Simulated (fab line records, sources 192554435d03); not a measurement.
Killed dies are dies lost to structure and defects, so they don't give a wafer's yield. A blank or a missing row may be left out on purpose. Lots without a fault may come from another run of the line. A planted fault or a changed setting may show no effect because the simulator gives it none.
fab line records | flow n5_finfet
record lots=6 wafers=18 last_day=18
route steps=1938 shown BEOL_M10@1502 PASSIVATION@1936
lots that met no fault: from a run of the same line without faults
start_h: hours from the record's first day to the start of the lot's first wafer shown | wait_h: hours since the lot's step before | " the same as in the row above | L1.1+2: a row that stands for several wafers | - no value, or no start given | * or withheld: withheld | < > ~ a bound
route shown NAME@n: a module of which the file shows steps, and the number in the route of the first | usual: mean/standard deviation of fault-free wafers | same: alike in all rows | chamber/n: place in a boat | sites: the reading at each site | _std_site: their standard deviation | _edge_site: outer sites' mean less inner sites' | radius_mm: how far each site lies from the wafer's centre | mask NAME#n: copy n | behind: the tool/chamber that last shaped the wafer | hold: why the lot was held/for how many hours/how that ended | device: the transistor (n, p or np) that didn't switch | end of line: the same wafers' tests at the end of the route | a step without rows: its recipe alone | killed: dies lost to structure and defects at the first sort, not the wafer's yield | map: a wafer's dies, x killed, . not, _ none there
set.NAME: the setting as run; set.NAME@STEP: as run at that earlier step | model.NAME: the simulator's own value behind a step, which no gauge read
lots at some steps of the route; a table a step, a row a wafer
services: from which hour (start_h, from the record's first day; less than 0 if before it) a tool's chamber was out of use, for how many hours, and why
## steps
# step N5_BEOL_M10_CD_MEAS_28
# recipe target_cd_nm=70 landing_energy_ev=500 detector=se_inlens polarity=opening
# usual cd_nm=70.4/1.3
# columns lot.wafer tool chamber start_h wait_h cd_nm
L469.1 cd_sem-03 0 228.04 - 71.5
L469.2 " 0 " " 71.2
L469.5 " 0 " " 71.7
L477.1 cd_sem-02 0 280.62 - 71.1
L477.3 " 0 " " 71.9
L477.6 " 0 " " 71.2
L480.4 cd_sem-01 0 298.04 - 70.8
L480.5 " 0 " " 71.5
L480.6 " 0 " " 72.0
L486.3 cd_sem-02 0 355.81 - 68.6
L486.5 " 0 " " 67.7
L486.6 " 0 " " 68.0
L490.1 cd_sem-01 0 366.18 - 69.8
L490.3 " 0 " " 69.3
L490.4 " 0 " " 68.0
L492.3 cd_sem-02 0 373.40 - 70.1
L492.4 " 0 " " 69.9
L492.6 " 0 " " 70.0
# step N5_BEOL_M10_OVL_MEAS_29
# recipe points_per_wafer=44
# usual V9_OVL=0.2/0.71
# columns lot.wafer tool chamber start_h wait_h V9_OVL[nm]
L469.1 overlay-02 0 228.07 0.0 -0.9
L469.2 " 0 " " 0.1
L469.5 " 0 " " -0.6
L477.1 overlay-02 0 280.65 0.0 0.9
L477.3 " 0 " " 0.7
L477.6 " 0 " " 1.2
L480.4 overlay-02 0 298.07 0.0 0.1
L480.5 " 0 " " -0.3
L480.6 " 0 " " 0.5
L486.3 overlay-01 0 355.84 0.0 1.4
L486.5 " 0 " " 1.6
L486.6 " 0 " " -0.1
L490.1 overlay-02 0 366.21 0.0 0.8
L490.3 " 0 " " 0.3
L490.4 " 0 " " 1.7
L492.3 overlay-02 0 373.43 0.0 -0.7
L492.4 " 0 " " 0.4
L492.6 " 0 " " 1.3
# step N5_BEOL_M10_INSPECT_30
# recipe mode=adi inspect_instrument=brightfield
# usual raw_defect_count=411/92
# columns lot.wafer tool chamber start_h wait_h raw_defect_count
L469.1 defect_inspect-02 - 228.10 0.0 654
L469.2 " - " " 566
L469.5 " - " " 516
L477.1 defect_inspect-02 - 280.67 0.0 368
L477.3 " - " " 478
L477.6 " - " " 345
L480.4 defect_inspect-02 - 298.09 0.0 496
L480.5 " - " " 338
L480.6 " - " " 326
L486.3 defect_inspect-02 - 355.86 0.0 451
L486.5 " - " " 466
L486.6 " - " " 289
L490.1 defect_inspect-02 - 366.23 0.0 551
L490.3 " - " " 471
L490.4 " - " " 380
L492.3 defect_inspect-02 - 373.46 0.0 308
L492.4 " - " " 354
L492.6 " - " " 342
# step N5_BEOL_M10_DESCUM_33
# recipe chemistry=O2 time_s=7.9 source_power_w=50 bias_power_w=20 pressure_mtorr=20 rf_frequency_hz=2.712e+07 temp_c=40 resist=CAR-ArF o2_flow_sccm=225
# step N5_BEOL_M10_ETCH_65
# recipe chemistry=CF4 target=SiARC target_depth_a=390 mask_material=CAR-ArF time_s=65 ion_energy_ev=80 pressure_mtorr=40 source_w=545 bias_w=36 Ar_flow_sccm=100 cf4_flow_sccm=100 ends=cleared
# usual bias_w=36.00/0.11 drypump_motor_current_A=5.8/0.42 etch_rf_on_time_s=65.5/2.2 oes_product_au=0.66/0.083 rf_vpp_V=184.3/1.2 showerhead_plenum_p_Torr=2.14/0.068 throttle_valve_pct=15.68/0.29
# columns lot.wafer tool chamber start_h wait_h bias_w drypump_motor_current_A etch_rf_on_time_s oes_product_au rf_hours_counter_h rf_vpp_V showerhead_plenum_p_Torr throttle_valve_pct
L469.1 rie_diel-01 3 228.17 0.0 36.01 5.7 65.6 0.63 189 183.6 2.12 15.64
L469.2 " 0 " " 35.86 6.3 62.2 0.87 4 186.7 2.28 15.61
L469.5 " 0 " " 36.14 6.3 62.9 0.85 - 185.5 2.28 15.61
L477.1 rie_diel-02 2 280.74 0.0 36.02 5.8 68.8 0.64 129 185.7 2.16 15.78
L477.3 " 0 " " 35.95 5.3 63.9 0.60 234 184.8 2.12 16.07
L477.6 " 0 " " 36.11 5.3 64.1 0.60 - 184.2 2.12 16.07
L480.4 rie_diel-02 3 298.33 0.0 35.91 5.9 63.2 0.74 59 183.4 2.09 15.65
L480.5 " 1 " " 36.13 5.9 67.2 0.59 - 183.1 2.03 15.61
L480.6 " 2 " " 35.91 5.8 68.7 0.64 - 184.9 2.16 15.79
L486.3 rie_diel-01 0 355.93 0.0 35.94 6.3 62.4 0.76 55 186.3 2.27 15.72
L486.5 " 3 " " 36.03 5.7 64.4 0.60 - 184.0 2.10 15.75
L486.6 " 0 " " 36.06 6.3 62.3 0.76 - 185.6 2.27 15.71
L490.1 rie_diel-01 2 366.37 0.0 36.00 5.7 65.4 0.60 250 184.5 2.19 16.11
L490.3 " 1 " " 35.89 6.5 64.2 0.70 63 185.3 2.16 15.09
L490.4 " 3 " " 36.03 5.7 65.6 0.59 244 183.8 2.10 15.72
L492.3 rie_diel-02 0 373.52 0.0 36.17 5.2 63.6 0.84 4 183.9 2.11 15.56
L492.4 " 2 " " 36.11 5.8 68.2 0.62 167 183.3 2.15 15.85
L492.6 " 0 " " 36.33 5.3 63.2 0.83 - 183.8 2.11 15.56
# step N5_BEOL_M10_ETCH_66
# recipe chemistry=N2/H2 target=SOC target_depth_a=1200 overetch_a=240 mask_material=SiARC temp_c=40 time_s=180 ion_energy_ev=200 pressure_mtorr=30 source_w=840 bias_w=150 n2_flow_sccm=200 h2_flow_sccm=200
# step N5_BEOL_M10_STRIP_69
# recipe chemistry=N2/H2 temp_c=40 n2_flow_sccm=200 h2_flow_sccm=200 rf_frequency_hz=6e+07
# step N5_BEOL_M10_VIA_ETCH_34
# recipe chemistry=C4F6/O2 target=SiCOH_lowk target_depth_a=1845 mask_material=SOC taper_deg=4 time_s=69.2 ion_energy_ev=250 pressure_mtorr=30 source_w=345 bias_w=185 Ar_flow_sccm=300 C4F6_flow_sccm=10 O2_flow_sccm=10
# usual bias_w=185.0/0.57 drypump_motor_current_A=5.8/0.41 oes_product_au=0.77/0.096 rf_vpp_V=666/20 showerhead_plenum_p_Torr=2.85/0.095 throttle_valve_pct=20.98/0.29
# same time_s=69.2
# columns lot.wafer tool chamber start_h wait_h bias_w drypump_motor_current_A oes_product_au rf_hours_counter_h rf_vpp_V showerhead_plenum_p_Torr throttle_valve_pct
L469.1 rie_diel-01 3 228.34 0.0 185.2 5.7 0.74 189 662 2.82 20.91
L469.2 " 0 " " 184.4 6.3 0.99 4 632 3.06 21.16
L469.5 " 0 " " 184.3 6.3 0.99 - 634 3.06 21.16
L477.1 rie_diel-02 2 280.91 0.0 184.9 5.7 0.76 129 689 2.88 21.09
L477.3 " 0 " " 185.2 5.3 0.70 234 629 2.81 21.30
L477.6 " 0 " " 185.5 5.3 0.69 - 629 2.81 21.30
L480.4 rie_diel-02 3 298.51 0.0 185.7 5.9 0.86 59 655 2.77 20.91
L480.5 " 1 " " 184.7 5.9 0.70 - 685 2.70 20.84
L480.6 " 2 " " 185.4 5.7 0.75 - 690 2.87 21.11
L486.3 rie_diel-01 0 356.10 0.0 184.5 6.2 0.88 55 631 3.03 21.24
L486.5 " 3 " " 185.6 5.8 0.71 - 659 2.79 20.99
L486.6 " 0 " " 184.7 6.2 0.88 - 630 3.03 21.24
L490.1 rie_diel-01 2 366.55 0.0 185.1 5.7 0.70 250 686 2.90 21.33
L490.3 " 1 " " 184.9 6.5 0.82 63 664 2.89 20.43
L490.4 " 3 " " 184.9 5.8 0.71 244 660 2.79 20.98
L492.3 rie_diel-02 0 373.70 0.0 185.0 5.3 0.98 4 632 2.80 20.88
L492.4 " 2 " " 184.8 5.7 0.73 167 689 2.86 21.14
L492.6 " 0 " " 186.4 5.3 0.98 - 629 2.80 20.88
# step N5_BEOL_M10_STRIP_73
# recipe chemistry=C4F6/O2 resist=SiARC rf_frequency_hz=6e+07
# step N5_BEOL_M10_STRIP_36
# recipe chemistry=N2/H2 power_w=450 temp_c=40 pressure_mtorr=20 rf_frequency_hz=6e+07 overash_fraction=0.3 bias_power_w=7 h2_frac=0.5 n2_flow_sccm=200 h2_flow_sccm=200
# usual chamber_pressure_mTorr=20.00/0.043 drypump_motor_current_A=5.8/0.41 oes_product_au=0.77/0.091 rf_vpp_V=59.2/1.8 showerhead_plenum_p_Torr=2.55/0.079 throttle_valve_pct=23.8/0.45
# columns lot.wafer tool chamber start_h wait_h chamber_pressure_mTorr drypump_motor_current_A oes_product_au rf_hours_counter_h rf_vpp_V showerhead_plenum_p_Torr throttle_valve_pct
L469.1 rie_diel-01 3 228.40 0.0 20.04 5.7 0.75 189 58.6 2.52 23.8
L469.2 " 0 " " 20.02 6.3 0.99 4 62.2 2.72 23.8
L469.5 " 0 " " 19.97 6.3 0.97 - 61.0 2.72 23.8
L477.1 rie_diel-02 2 280.98 0.0 19.99 5.7 0.76 129 56.8 2.56 23.7
L477.3 " 0 " " 20.05 5.3 0.72 234 61.3 2.52 24.5
L477.6 " 0 " " 20.00 5.3 0.72 - 59.2 2.52 24.5
L480.4 rie_diel-02 3 298.57 0.0 19.96 5.9 0.86 59 61.1 2.49 23.9
L480.5 " 1 " " 20.00 5.9 0.70 - 59.9 2.45 24.1
L480.6 " 2 " " 19.99 5.8 0.78 - 60.1 2.56 23.7
L486.3 rie_diel-01 0 356.16 0.0 19.98 6.3 0.86 55 58.3 2.70 23.9
L486.5 " 3 " " 20.00 5.8 0.70 - 57.5 2.50 23.8
L486.6 " 0 " " 20.05 6.2 0.86 - 58.5 2.70 23.9
L490.1 rie_diel-01 2 366.61 0.0 19.98 5.7 0.70 250 61.6 2.61 24.3
L490.3 " 1 " " 20.05 6.5 0.81 63 58.3 2.60 23.2
L490.4 " 3 " " 20.05 5.8 0.71 244 58.6 2.50 23.9
L492.3 rie_diel-02 0 373.76 0.0 20.05 5.3 0.97 4 57.7 2.51 24.0
L492.4 " 2 " " 20.00 5.8 0.73 167 60.9 2.55 23.7
L492.6 " 0 " " 20.06 5.3 0.98 - 57.7 2.51 24.0
# step N5_BEOL_M10_TRENCH_ETCH_37
# recipe chemistry=C4F6/O2 target_depth_a=1488.3 target=SiCOH_lowk time_s=48 ion_energy_ev=250 pressure_mtorr=30 source_w=345 bias_w=185 Ar_flow_sccm=300 C4F6_flow_sccm=10 O2_flow_sccm=10
# usual bias_w=185.0/0.62 drypump_motor_current_A=5.8/0.41 oes_product_au=0.77/0.095 rf_vpp_V=666/20 showerhead_plenum_p_Torr=2.85/0.095 throttle_valve_pct=21.01/0.29
# same time_s=48
# columns lot.wafer tool chamber start_h wait_h bias_w drypump_motor_current_A oes_product_au rf_hours_counter_h rf_vpp_V showerhead_plenum_p_Torr throttle_valve_pct
L469.1 rie_diel-01 3 - - 184.3 5.7 0.73 189 660 2.82 20.92
L469.2 " 0 " " 184.6 6.3 0.99 5 633 3.06 21.18
L469.5 " 0 " " 185.4 6.3 0.99 - 632 3.06 21.21
L477.1 rie_diel-02 2 - - 186.5 5.8 0.76 129 690 2.88 21.13
L477.3 " 0 " " 185.2 5.3 0.70 234 630 2.81 21.33
L477.6 " 0 " " 184.3 5.3 0.69 - 630 2.81 21.33
L480.4 rie_diel-02 3 - - 184.3 5.9 0.86 59 656 2.77 20.95
L480.5 " 1 " " 185.5 5.9 0.70 - 686 2.70 20.88
L480.6 " 2 " " 185.2 5.8 0.75 - 689 2.87 21.12
L486.3 rie_diel-01 0 - - 185.1 6.3 0.89 55 632 3.03 21.28
L486.5 " 3 " " 185.2 5.7 0.71 - 661 2.79 21.01
L486.6 " 0 " " 185.2 6.3 0.89 - 631 3.03 21.27
L490.1 rie_diel-01 2 - - 185.0 5.7 0.70 250 683 2.90 21.36
L490.3 " 1 " " 185.4 6.5 0.82 63 664 2.89 20.46
L490.4 " 3 " " 184.2 5.8 0.70 244 660 2.79 21.00
L492.3 rie_diel-02 0 - - 185.3 5.3 0.98 4 631 2.80 20.89
L492.4 " 2 " " 185.2 5.8 0.73 167 688 2.86 21.19
L492.6 " 0 " " 185.6 5.3 0.98 - 629 2.80 20.91
# step N5_BEOL_M10_ETCH_41
# recipe chemistry=CH3F/O2 target=SiCN target_depth_a=426 taper_deg=2 time_s=86 ion_energy_ev=120 mask_material=TiN pressure_mtorr=30 source_w=395 bias_w=75 Ar_flow_sccm=150 CH3F_flow_sccm=30 O2_flow_sccm=20
# usual bias_w=74.96/0.24 drypump_motor_current_A=5.8/0.41 oes_product_au=0.77/0.095 rf_vpp_V=297.4/1.7 showerhead_plenum_p_Torr=2.00/0.069 throttle_valve_pct=16.40/0.29
# same time_s=86
# columns lot.wafer tool chamber start_h wait_h bias_w drypump_motor_current_A oes_product_au rf_hours_counter_h rf_vpp_V showerhead_plenum_p_Torr throttle_valve_pct
L469.1 rie_diel-01 3 - - 74.72 5.8 0.74 189 295.6 1.98 16.35
L469.2 " 0 " " 75.23 6.2 0.99 5 298.9 2.15 16.46
L469.5 " 0 " " 75.19 6.3 0.99 - 301.3 2.15 16.43
L477.1 rie_diel-02 2 - - 75.42 5.8 0.76 129 298.6 2.02 16.47
L477.3 " 0 " " 74.87 5.3 0.70 234 297.0 1.97 16.72
L477.6 " 0 " " 74.87 5.3 0.70 - 296.8 1.97 16.72
L480.4 rie_diel-02 3 - - 74.85 5.9 0.85 59 296.5 1.94 16.30
L480.5 " 1 " " 74.86 5.9 0.69 - 293.6 1.89 16.35
L480.6 " 2 " " 75.29 5.7 0.75 - 297.0 2.02 16.49
L486.3 rie_diel-01 0 - - 74.86 6.3 0.88 55 299.1 2.14 16.54
L486.5 " 3 " " 74.88 5.8 0.71 - 297.3 1.96 16.45
L486.6 " 0 " " 74.58 6.3 0.88 - 300.6 2.14 16.53
L490.1 rie_diel-01 2 - - 75.17 5.7 0.70 250 297.6 2.04 16.80
L490.3 " 1 " " 74.67 6.6 0.83 63 297.0 2.03 15.87
L490.4 " 3 " " 74.70 5.7 0.70 244 297.1 1.96 16.47
L492.3 rie_diel-02 0 - - 74.82 5.3 0.97 4 295.7 1.96 16.23
L492.4 " 2 " " 74.47 5.7 0.73 167 300.1 2.01 16.55
L492.6 " 0 " " 74.77 5.3 0.96 - 298.4 1.96 16.23
# step N5_BEOL_M10_STRIP_77
# recipe chemistry=N2/H2 time_s=10 power_w=450 temp_c=40 pressure_mtorr=20 rf_frequency_hz=6e+07 bias_power_w=7 n2_flow_sccm=200 h2_flow_sccm=200
# usual chamber_pressure_mTorr=20.001/0.017 drypump_motor_current_A=5.8/0.41 oes_product_au=0.77/0.091 rf_vpp_V=59.2/0.89 showerhead_plenum_p_Torr=2.55/0.079 throttle_valve_pct=23.8/0.45
# same time_s=10
# columns lot.wafer tool chamber start_h wait_h chamber_pressure_mTorr drypump_motor_current_A oes_product_au rf_hours_counter_h rf_vpp_V showerhead_plenum_p_Torr throttle_valve_pct
L469.1 rie_diel-01 3 228.54 - 20.012 5.7 0.73 189 57.8 2.52 23.8
L469.2 " 0 " " 20.009 6.3 0.96 5 59.4 2.72 23.8
L469.5 " 0 " " 19.997 6.3 0.97 - 60.4 2.72 23.8
L477.1 rie_diel-02 2 281.12 - 26.002 5.7 0.77 129 58.0 2.56 23.7
L477.3 " 0 " " 25.981 5.3 0.71 234 61.2 2.52 24.5
L477.6 " 0 " " 26.000 5.3 0.70 - 59.1 2.52 24.5
L480.4 rie_diel-02 3 298.71 - 25.969 5.9 0.86 59 60.0 2.49 23.9
L480.5 " 1 " " 26.031 5.9 0.72 - 60.6 2.45 24.1
L480.6 " 2 " " 26.012 5.7 0.76 - 60.0 2.56 23.7
L486.3 rie_diel-01 0 356.31 - 20.007 6.3 0.87 55 58.2 2.70 23.9
L486.5 " 3 " " 19.981 5.8 0.70 - 59.7 2.50 23.9
L486.6 " 0 " " 19.995 6.3 0.86 - 60.0 2.70 23.9
L490.1 rie_diel-01 2 366.75 - 19.982 5.7 0.70 250 59.5 2.61 24.3
L490.3 " 1 " " 19.994 6.6 0.82 63 59.9 2.60 23.2
L490.4 " 3 " " 19.992 5.7 0.70 244 60.0 2.50 23.9
L492.3 rie_diel-02 0 373.90 - 20.008 5.3 0.98 4 58.2 2.51 24.0
L492.4 " 2 " " 19.991 5.7 0.74 167 59.9 2.55 23.7
L492.6 " 0 " " 19.973 5.3 1.00 - 58.1 2.51 24.0
# step N5_BEOL_M10_OCD_MEAS_38
# usual trench_depth_nm=148/3.2
# columns lot.wafer tool chamber start_h wait_h trench_depth_nm
L469.1 ocd-02 - 228.62 - 145
L469.2 " - " " 154
L469.5 " - " " 152
L477.1 ocd-02 - 281.20 - 143
L477.3 " - " " 147
L477.6 " - " " 146
L480.4 ocd-02 - 298.79 - 151
L480.5 " - " " 148
L480.6 " - " " 143
L486.3 ocd-01 - 356.39 - 153
L486.5 " - " " 150
L486.6 " - " " 154
L490.1 ocd-02 - 366.83 - 147
L490.3 " - " " 150
L490.4 " - " " 149
L492.3 ocd-01 - 373.98 - 152
L492.4 " - " " 144
L492.6 " - " " 151
# step N5_PASSIVATION_PROBE_49
# usual defect_limited_yield=91.7/1.4 killed_at_M0_to_M3=31/11 killed_at_M4_up=13/4.6 killed_at_contacts=13/6.7 killed_at_front_end=39/9.6 killed_at_other=3.5/2.8 killed_dies=98/16 killed_open=64/11 killed_short=33/8.5 sort_bin_4_leakage=0.00/0.032 sort_bin_5_function=4.9/0.96 sort_bin_6_memory=3.1/0.59 sort_bin_8_speed=0.2/1.3 sort_n_pass=1080/23
# same gross_dies=1180 killed_at_back_side=0
# columns lot.wafer tool chamber start_h wait_h defect_limited_yield[%] killed_at_M0_to_M3 killed_at_M4_up killed_at_contacts killed_at_front_end killed_at_other killed_dies killed_open killed_short sort_bin_4_leakage[%] sort_bin_5_function[%] sort_bin_6_memory[%] sort_bin_8_speed[%] sort_n_pass
L469.1 prober-02 - 277.72 0.0 91.6 29 9 35 17 9 99 63 35 0 4.2 3.8 0 1081
L469.2 prober-02 - 277.77 0.1 94.7 9 6 20 22 5 62 39 21 0 2.5 2.5 0 1118
L469.5 prober-02 - 277.92 0.2 90.6 33 10 28 40 0 111 83 27 0 5.3 3.6 0 1069
L477.1 prober-01 - 337.31 0.0 92.1 17 13 6 47 10 93 69 22 0 4.9 2.8 0 1087
L477.3 prober-01 - 337.41 0.1 93.4 18 17 4 35 4 78 46 30 0 3.4 3.1 4.7 1046
L477.6 prober-01 - 337.56 0.3 90.8 26 16 8 50 8 108 61 43 0 5.8 3.1 0 1072
L480.4 prober-01 - 348.04 0.2 92.1 43 10 17 20 3 93 59 30 0 5.0 2.5 0.2 1087
L480.5 prober-01 - 348.09 0.2 91.6 37 15 3 41 3 99 68 29 0 4.7 3.4 0.1 1081
L480.6 prober-01 - 348.14 0.3 92.8 34 9 11 28 3 85 65 20 0 3.8 3.2 0 1095
L486.3 prober-01 - 409.37 0.1 89.6 43 14 12 52 2 123 79 43 0 5.9 4.2 0 1057
L486.5 prober-01 - 409.47 0.2 87.7 60 13 13 56 3 145 83 60 0 7.0 4.6 0 1035
L486.6 prober-01 - 409.52 0.3 87.6 76 9 9 46 6 146 85 61 0.08 8.0 3.8 0 1033
L490.1 prober-01 - 414.07 0.0 90.6 45 7 11 44 4 111 66 44 0 5.4 3.7 0 1069
L490.3 prober-01 - 414.17 0.1 89.4 54 18 18 32 3 125 80 44 0 6.3 3.9 0 1055
L490.4 prober-01 - 414.22 0.2 90.3 48 5 7 54 0 114 71 42 0 5.1 4.2 0 1066
L492.3 prober-01 - 422.98 0.1 92.2 24 6 9 39 14 92 61 31 0 5.2 2.6 0.2 1086
L492.4 prober-01 - 423.03 0.2 92.0 25 12 16 39 2 94 62 32 0 5.1 2.4 0 1086
L492.6 prober-01 - 423.13 0.3 90.2 16 17 15 63 5 116 73 34 0 5.3 3.3 0 1064
# killed by level:class
L469.1 MOL_CONTACT_COAG:geometric_particle:open=23 MOL_CONTACT_COAG:geometric_particle:short=12 BEOL_M1:geometric_particle:open=12 STI_FIN_REVEAL:geometric_particle:open=4 BEOL_M1:geometric_particle:short=4 BEOL_M3:geometric_particle:open=4 BEOL_M4:geometric_particle:open=4 PAD_METAL:geometric_particle:short=4
L469.2 MOL_CONTACT_COAG:geometric_particle:open=17 FIN_SAQP:geometric_particle:short=8 FIN_SAQP:geometric_particle:open=4 DUMMY_GATE:geometric_particle:open=4 BEOL_M0_SAQP:geometric_particle:open=3 MOL_CONTACT_COAG:geometric_particle:short=3 PASS1_CAP:geometric_particle:short=3 BEOL_M1:geometric_particle:open=2
L469.5 MOL_CONTACT_COAG:geometric_particle:open=26 STI_FIN_REVEAL:geometric_particle:open=10 BEOL_M0_SAQP:geometric_particle:open=9 BEOL_M2:geometric_particle:open=6 FIN_SAQP:geometric_particle:open=5 BEOL_M0_SAQP:geometric_particle:short=5 BEOL_M1:geometric_particle:open=5 STI_FIN_REVEAL:geometric_particle:short=3
L477.1 STI_FIN_REVEAL:geometric_particle:open=15 BEOL_M4:geometric_particle:open=9 FIN_SAQP:geometric_particle:open=7 MIM_TOP:geometric_particle:open=6 MOL_CONTACT_COAG:geometric_particle:open=5 STARTING-WAFER:geometric_particle:open=5 FIN_SAQP:geometric_particle:short=4 BEOL_M0_SAQP:geometric_particle:open=4
L477.3 GATE_CUT:geometric_particle:short=11 BEOL_M4:geometric_particle:open=9 STI_FIN_REVEAL:geometric_particle:open=6 GATE_CUT:geometric_particle:open=4 BEOL_M0_SAQP:geometric_particle:short=4 BEOL_M3:geometric_particle:open=4 STARTING-WAFER:geometric_particle:open=4 FIN_SAQP:geometric_particle:short=3
L477.6 GATE_CUT:geometric_particle:short=13 BEOL_M2:geometric_particle:open=7 BEOL_M3:geometric_particle:open=7 GATE_CUT:geometric_particle:open=6 BEOL_M4:geometric_particle:open=6 FIN_SAQP:geometric_particle:short=5 STI_FIN_REVEAL:geometric_particle:open=5 MOL_CONTACT_COAG:geometric_particle:open=5
L480.4 MOL_CONTACT_COAG:geometric_particle:open=15 BEOL_M0_SAQP:geometric_particle:short=12 BEOL_M3:geometric_particle:open=8 BEOL_M1:geometric_particle:open=6 BEOL_M2:geometric_particle:open=6 BEOL_M4:geometric_particle:open=6 FIN_SAQP:geometric_particle:open=4 FIN_SAQP:geometric_particle:short=4
L480.5 BEOL_M3:geometric_particle:open=13 FIN_SAQP:geometric_particle:short=11 FIN_SAQP:geometric_particle:open=9 BEOL_M0_SAQP:geometric_particle:open=8 BEOL_M1:geometric_particle:open=7 BEOL_M4:geometric_particle:open=7 STI_FIN_REVEAL:geometric_particle:open=5 GATE_CUT:geometric_particle:open=4
L480.6 MOL_CONTACT_COAG:geometric_particle:open=9 BEOL_M1:geometric_particle:open=9 FIN_SAQP:geometric_particle:open=8 BEOL_M0_SAQP:geometric_particle:open=6 BEOL_M2:geometric_particle:open=6 STI_FIN_REVEAL:geometric_particle:open=5 BEOL_M4:geometric_particle:open=5 DUMMY_GATE:geometric_particle:open=4
L486.3 FIN_SAQP:geometric_particle:short=16 FIN_SAQP:geometric_particle:open=12 STI_FIN_REVEAL:geometric_particle:open=10 MOL_CONTACT_COAG:geometric_particle:open=10 BEOL_M0_SAQP:geometric_particle:open=9 BEOL_M3:geometric_particle:open=9 BEOL_M1:geometric_particle:open=8 BEOL_M2:geometric_particle:open=6
L486.5 BEOL_M0_SAQP:geometric_particle:open=19 BEOL_M0_SAQP:geometric_particle:short=16 STI_FIN_REVEAL:geometric_particle:open=11 GATE_CUT:geometric_particle:short=11 FIN_SAQP:geometric_particle:short=9 FIN_SAQP:geometric_particle:open=8 MOL_CONTACT_COAG:geometric_particle:open=7 MOL_CONTACT_COAG:geometric_particle:short=6
L486.6 BEOL_M0_SAQP:geometric_particle:open=22 BEOL_M0_SAQP:geometric_particle:short=17 FIN_SAQP:geometric_particle:open=12 FIN_SAQP:geometric_particle:short=11 BEOL_M2:geometric_particle:short=10 BEOL_M3:geometric_particle:open=9 MOL_CONTACT_COAG:geometric_particle:open=7 STI_FIN_REVEAL:geometric_particle:open=6
L490.1 BEOL_M3:geometric_particle:open=16 FIN_SAQP:geometric_particle:short=15 FIN_SAQP:geometric_particle:open=10 BEOL_M0_SAQP:geometric_particle:short=10 BEOL_M0_SAQP:geometric_particle:open=8 MOL_CONTACT_COAG:geometric_particle:short=6 MOL_CONTACT_COAG:geometric_particle:open=5 STI_FIN_REVEAL:geometric_particle:open=4
L490.3 BEOL_M1:geometric_particle:open=22 MOL_CONTACT_COAG:geometric_particle:open=16 BEOL_M0_SAQP:geometric_particle:short=16 FIN_SAQP:geometric_particle:open=8 FIN_SAQP:geometric_particle:short=8 STI_FIN_REVEAL:geometric_particle:open=4 BEOL_M0_SAQP:geometric_particle:open=4 BEOL_M1:geometric_particle:short=4
L490.4 FIN_SAQP:geometric_particle:open=16 BEOL_M0_SAQP:geometric_particle:short=15 BEOL_M0_SAQP:geometric_particle:open=14 STI_FIN_REVEAL:geometric_particle:open=9 BEOL_M1:geometric_particle:open=8 FIN_SAQP:geometric_particle:short=7 BEOL_M3:geometric_particle:open=5 DUMMY_GATE:geometric_particle:open=4
L492.3 STI_FIN_REVEAL:geometric_particle:open=10 PASS1_CAP:geometric_particle:short=10 FIN_SAQP:geometric_particle:open=9 FIN_SAQP:geometric_particle:short=9 MOL_CONTACT_COAG:geometric_particle:open=8 BEOL_M0_SAQP:geometric_particle:open=6 BEOL_M1:geometric_particle:open=6 BEOL_M3:geometric_particle:open=5
L492.4 STI_FIN_REVEAL:geometric_particle:open=15 MOL_CONTACT_COAG:geometric_particle:open=10 FIN_SAQP:geometric_particle:open=6 MOL_CONTACT_COAG:geometric_particle:short=6 BEOL_M3:geometric_particle:open=6 BEOL_M0_SAQP:geometric_particle:open=5 FIN_SAQP:geometric_particle:short=4 STI_FIN_REVEAL:geometric_particle:short=4
L492.6 STI_FIN_REVEAL:geometric_particle:open=14 FIN_SAQP:geometric_particle:short=12 MOL_CONTACT_COAG:geometric_particle:open=10 BEOL_M5:geometric_particle:open=10 FIN_SAQP:geometric_particle:open=9 HKMG_FIN:area_etch=9 MOL_CONTACT_COAG:geometric_particle:short=5 ILD0:geometric_particle:open=4
## services
# columns tool chamber start_h hours kind
rie_diel-02 2 205.00 27.5 repair
rie_diel-02 0 226.35 10.5 repair
rie_diel-02 3 241.86 46.0 repair
rie_diel-02 0 327.18 - clean
rie_diel-02 0 327.18 - consumable_replace:focus_ring
rie_diel-02 0 327.18 35.0 scheduled_down
rie_diel-02 0 327.18 35.0 vent_cycle
rie_diel-01 2 350.29 6.7 repair
rie_diel-02 1 363.22 4.6 repair
rie_diel-01 2 366.80 - clean
rie_diel-01 2 366.80 - consumable_replace:focus_ring
rie_diel-01 2 366.80 13.5 scheduled_down
rie_diel-01 2 366.80 13.5 vent_cycle
## key
first_sign step=N5_BEOL_M10_STRIP_77 reading=chamber_pressure_mTorr direction=up sigmas=99+ usual=* struck=*
effect none on later readings
met_at N5_BEOL_M10_STRIP_77
struck_wafers L477.1,L477.3,L477.6,L480.4,L480.5,L480.6
fault kind=process_parameter_drift tool=rie_diel-02 chamber=- onset_h=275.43 steps=N5_BEOL_M10_STRIP_77 channel=pressure_mtorr offset=* shape=step end_h=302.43 acts_in=* stated=*
